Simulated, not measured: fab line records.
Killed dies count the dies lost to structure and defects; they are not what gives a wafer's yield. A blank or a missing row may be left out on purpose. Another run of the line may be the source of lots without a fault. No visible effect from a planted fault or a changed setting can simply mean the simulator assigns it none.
Split-lot experiment | flow n5-finfet | on a route of 1938 steps: 7 lots, 21 wafers read

## THE SPLIT ITSELF
At N5_BEOL_M3_TRENCH_ETCH_37 (etches SiOC in C4F6/O2, target depth 55.555 nm, time 29.2 s), the setting bias-w was moved away from the recipe's 185 W on 8 of the 21 wafers read, by -11.2% to -6.5%. This setting was run at the recipe's value on the other wafers.

Reading taken at the split's own step.

## THE READING
rf-vpp-V, in V, at N5_BEOL_M3_TRENCH_ETCH_37 (etches SiOC in C4F6/O2, target depth 55.555 nm, time 29.2 s). Fault-free wafers of this fab line usually give 669 V, standard deviation 8.8 V.

wafer  | tool, chamber at the split | bias-w as run, W | against the recipe | rf-vpp-V, V | against lot-mates on the recipe
L078.2 | rie-diel-03, 2             | 185              | recipe             | 659         | -
L078.4 | rie-diel-03, 0             | 185              | recipe             | 682         | -
L078.6 | rie-diel-03, 2             | 185              | recipe             | 658         | -
L081.2 | rie-diel-01, 0             | 185              | recipe             | 680         | -
L081.3 | rie-diel-01, 2             | 185              | recipe             | 677         | -
L081.4 | rie-diel-01, 1             | 170.3            | -7.9%              | 624         | -54
L083.2 | rie-diel-06, 1             | 185              | recipe             | 652         | -
L083.4 | rie-diel-06, 3             | 173              | -6.5%              | 639         | -13
L083.5 | rie-diel-06, 1             | 173              | -6.5%              | 620         | -32
L085.1 | rie-diel-03, 3             | 169.5            | -8.4%              | 617         | -65
L085.2 | rie-diel-03, 1             | 169.5            | -8.4%              | 628         | -54
L085.3 | rie-diel-03, 0             | 185              | recipe             | 682         | -
L089.1 | rie-diel-01, 3             | 164.3            | -11.2%             | 611         | no lot-mate on the recipe
L089.3 | rie-diel-01, 1             | 164.3            | -11.2%             | 607         | no lot-mate on the recipe
L089.5 | rie-diel-01, 1             | 164.3            | -11.2%             | 605         | no lot-mate on the recipe
L092.1 | rie-diel-06, 2             | 185              | recipe             | 676         | -
L092.3 | rie-diel-06, 1             | 185              | recipe             | 655         | -
L092.6 | rie-diel-06, 1             | 185              | recipe             | 654         | -
L095.3 | rie-diel-06, 3             | 185              | recipe             | 674         | -
L095.5 | rie-diel-06, 1             | 185              | recipe             | 654         | -
L095.6 | rie-diel-06, 2             | 185              | recipe             | 674         | -

THE FIT
A straight line over all 21 wafers: rf-vpp-V changes by +5.41 V for each +1% of bias-w; r = +0.93; the points scatter about the line by 10 V.
The same after taking each lot's own level away (the mean of its wafers on the recipe; 18 wafers): +6.06 V for each +1%; r = +0.89; scatter 11 V.
That fit puts the effect of the largest move of bias-w on the reading at 68 V.
Across the lots, their own levels run from 652.0 to 682.0 V, a range of 3.4 times the standard deviation given above.
So the slope is not independent of the lot-to-lot level: the two fits are not the same.
Check: for one of the wafers moved furthest among these (-8.4%), held out of the fit, the line's prediction against its lot-mates is -45.4 V. It came out at -65 V against them.
Tool readings at the split's step, against how far the setting was moved: rf-vpp-V r = +0.93.

## FURTHER SPLITS ON THESE WAFERS
These wafers also went through other splits before the reading. Each is held against what the fit with the lots' levels taken away leaves over:
other split on the same wafers               | wafers away from the commonest value | r with rf-vpp-V (lot level and that fit taken away)
N5_SD_EPI_N_DESCUM_14 time-s                 | 8                                    | +0.44
N5_HKMG_FIN_COAT_29 spin-rpm                 | 7                                    | -0.51
N5_HKMG_FIN_DESCUM_17 time-s                 | 5                                    | -0.10
N5_GATE_CUT_DESCUM_18 time-s                 | 4                                    | +0.26
N5_MOL_CONTACT_COAG_CONTACT_ETCH_14 source-w | 7                                    | +0.39
N5_MOL_CONTACT_COAG_ALD_133 ald-cycles       | 9                                    | +0.20
N5_MOL_CONTACT_COAG_ETCH_124 bias-w          | 10                                   | -0.36
N5_BEOL_M0_ETCH_138 source-w                 | 2                                    | -0.29
N5_BEOL_M1_DEP_57 time-s                     | 6                                    | +0.31
N5_BEOL_M2_TRENCH_ETCH_37 bias-w             | 6                                    | +0.13

## FILE'S OWN FIT
rf-vpp-V changes by +6.15 V for each +1% of bias-w, r = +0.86.
